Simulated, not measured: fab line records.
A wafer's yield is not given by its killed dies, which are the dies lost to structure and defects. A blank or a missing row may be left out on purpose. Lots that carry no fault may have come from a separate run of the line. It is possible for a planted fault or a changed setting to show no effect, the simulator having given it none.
What tool caused it? -- flow n5-finfet -- 8 lots, 24 wafers sampled, at 5 steps of a route of 1938

WHAT THE GAUGES READ, wafer by wafer
N5_BEOL_M4_RC_MEAS_101.
lot,measured,on,COMB_M4 (S/m)
L744,day 7 15:56,prober-01,6.5e-11 5.5e-11 5e-11
L747,day 9 03:07,prober-02,6.5e-11 6.4e-11 5.2e-11
L754,day 11 04:19,prober-02,4e-11 1.33e-10 6.5e-11
L758,day 11 10:08,prober-02,5.4e-11 6.6e-11 7.2e-11
L757,day 11 10:07,prober-01,5.9e-11 5.1e-11 6.2e-11
L765,day 14 04:22,prober-01,6.1e-11 6.3e-11 6.5e-11
L767,day 14 06:26,prober-01,7.4e-11 5.9e-11 4.7e-11
L766,day 14 07:43,prober-02,6.3e-11 7.5e-11 6e-11

TOOL THAT RAN EACH LOT (tool first, then ch and the chambers of the sampled wafers, then the start)
lot,N5_BEOL_M4_VIA_ETCH_34,N5_BEOL_M4_ETCH_41,N5_BEOL_M4_ALD_84,N5_BEOL_M4_SPUTTER_48
L744,"rie-diel-01 ch 0,1,2, day 7 10:29","rie-diel-01 ch 0,1,2, day 7 11:36 or earlier","ald-metal-03 ch 0,2, day 7 11:36","pvd-sputter-01, day 7 12:55"
L747,"rie-diel-01 ch 0,1,2, day 8 22:20","rie-diel-01 ch 0,1,2, day 8 23:16 or earlier","ald-metal-02 ch 0,3, day 8 23:16","pvd-sputter-02, day 9 00:02"
L754,"rie-diel-05 ch 0,2,3, day 10 22:04","rie-diel-05 ch 0,2,3, day 10 22:57 or earlier","ald-metal-03 ch 0,2, day 10 22:57","pvd-sputter-01, day 11 01:05"
L758,"rie-diel-01 ch 1,2,3, day 11 05:43","rie-diel-01 ch 1,2,3, day 11 06:38 or earlier","ald-metal-02 ch 0,1,3, day 11 06:38","pvd-sputter-01, day 11 07:08"
L757,"rie-diel-05 ch 0,3, day 11 05:50","rie-diel-05 ch 0,3, day 11 06:43 or earlier","ald-metal-04 ch 0,1,3, day 11 06:43","pvd-sputter-02, day 11 07:16"
L765,"rie-diel-01 ch 0,2, day 14 00:19","rie-diel-01 ch 0,2, day 14 00:54 or earlier","ald-metal-04 ch 0,1, day 14 00:54","pvd-sputter-03, day 14 01:30"
L767,"rie-diel-05 ch 1,2,3, day 14 00:21","rie-diel-05 ch 1,2,3, day 14 01:02 or earlier","ald-metal-03 ch 0,1,3, day 14 01:02","pvd-sputter-01, day 14 03:14"
L766,"rie-diel-05 ch 1,2,3, day 14 03:17","rie-diel-05 ch 1,2,3, day 14 04:13 or earlier","ald-metal-02 ch 1,2,3, day 14 04:13","pvd-sputter-02, day 14 04:50"
- N5_BEOL_M4_VIA_ETCH_34: etches the open film in C4F6/O2, target depth 69.4 nm, time 65.9 s.
- N5_BEOL_M4_ETCH_41: etches SiCN in CH3F/O2, target depth 29.9 nm, time 52.5 s.
- N5_BEOL_M4_ALD_84: deposits TaN, pulse time 2 s, purge time 3 s, co reactant purge time 2 s.
- N5_BEOL_M4_SPUTTER_48: material Cu, target thk 4.5 nm, time 8.29 s.

THE ANSWER, worked out from the rows above alone
Rule: what is usual is taken from the lots themselves. The widest of any qualifying gaps counts: lots, ordered by their means at a reading, are off when they make up no more than a third of the lots, leave a main group of 4 or more, and stand apart from it by 3 or more times the standard deviation of that group's means. A main group whose means are all the same, to the digits that the tables above print for the reading, isn't used. Also off: a lot with no number at a reading for which 4 or more lots have one. Where the step has rows for the other lots, those lots are counted as sound.
Off: L754, at N5_BEOL_M4_RC_MEAS_101 (COMB_M4). The main group: mean 6.1e-11 S/m, standard deviation 3.2e-12.
A tool fits if, at a process step before that reading, it ran every lot that is off, and no sound lot after the first of them. Those tools and the gauges at N5_BEOL_M4_RC_MEAS_101 are tried in the same way. With no start given for some of its lots, N5_BEOL_M4_ETCH_41 uses the hours and lot order of N5_BEOL_M4_ALD_84. None of those tried fits.

WHAT THE SIMULATOR HAD INSERTED
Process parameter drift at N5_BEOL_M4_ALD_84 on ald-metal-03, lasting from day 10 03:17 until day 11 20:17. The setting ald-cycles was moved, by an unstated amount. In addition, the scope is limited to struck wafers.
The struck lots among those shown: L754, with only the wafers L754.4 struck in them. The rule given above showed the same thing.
